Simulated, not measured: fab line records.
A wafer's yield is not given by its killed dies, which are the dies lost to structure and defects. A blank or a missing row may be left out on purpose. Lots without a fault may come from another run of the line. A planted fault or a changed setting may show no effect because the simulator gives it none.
Matching of chambers :: flow nand-harc :: 3 sister chambers for NHARC_A_CONTACT_DEP_24 on pecvd-01
The step deposits SiO2, target thk 500 nm. 3 wafers are shown with their chamber, then 12 later ones without.

## WAFERS WITH THEIR CHAMBER
wafer: L083.3
chamber: 0
throttle-valve-pct (%): 14.6

wafer: L083.4
chamber: 1
throttle-valve-pct (%): 16.2

wafer: L083.5
chamber: 2
throttle-valve-pct (%): 16.8

## WAFERS WITH NO CHAMBER GIVEN
wafer: L088.1
throttle-valve-pct (%): 14.4

wafer: L088.4
throttle-valve-pct (%): 16.3

wafer: L088.5
throttle-valve-pct (%): 14.7

wafer: L089.2
throttle-valve-pct (%): 14.5

wafer: L089.4
throttle-valve-pct (%): 15.3

wafer: L089.5
throttle-valve-pct (%): 14.4

wafer: L097.1
throttle-valve-pct (%): 16.6

wafer: L097.4
throttle-valve-pct (%): 14.5

wafer: L097.6
throttle-valve-pct (%): 16.6

wafer: L094.3
throttle-valve-pct (%): 14.5

wafer: L094.5
throttle-valve-pct (%): 16.2

wafer: L094.6
throttle-valve-pct (%): 15.4

## WHICH CHAMBER EACH ONE RAN IN
wafer: L088.1
from the rows above: 0
in truth: 0

wafer: L088.4
from the rows above: can't be placed: 1 or 2
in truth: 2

wafer: L088.5
from the rows above: 0
in truth: 0

wafer: L089.2
from the rows above: 0
in truth: 0

wafer: L089.4
from the rows above: can't be placed: 0 or 1
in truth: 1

wafer: L089.5
from the rows above: 0
in truth: 0

wafer: L097.1
from the rows above: can't be placed: 2 or 1
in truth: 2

wafer: L097.4
from the rows above: 0
in truth: 0

wafer: L097.6
from the rows above: can't be placed: 2 or 1
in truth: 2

wafer: L094.3
from the rows above: 0
in truth: 0

wafer: L094.5
from the rows above: can't be placed: 1 or 2
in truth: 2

wafer: L094.6
from the rows above: can't be placed: 1 or 0 or 2
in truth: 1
Placed correctly: 6 of 12. From these rows, 6 cannot be placed; in 6 the true chamber is one of the candidates. Wrongly placed: 0.
How it was worked out, from the rows above alone: a wafer's distance from a chamber is the root of the sum, over the readings, of the square of ((its reading less the chamber's mean) divided by the reading's scatter). If the next closest chamber is less than 2 further off than the closest, the wafer can't be placed; otherwise it belongs to the closest. For every chamber, the mean is computed from those of its wafers that are shown. The scatter: root of mean squared gap, hidden wafer to nearest shown wafer, with one shown wafer a chamber.
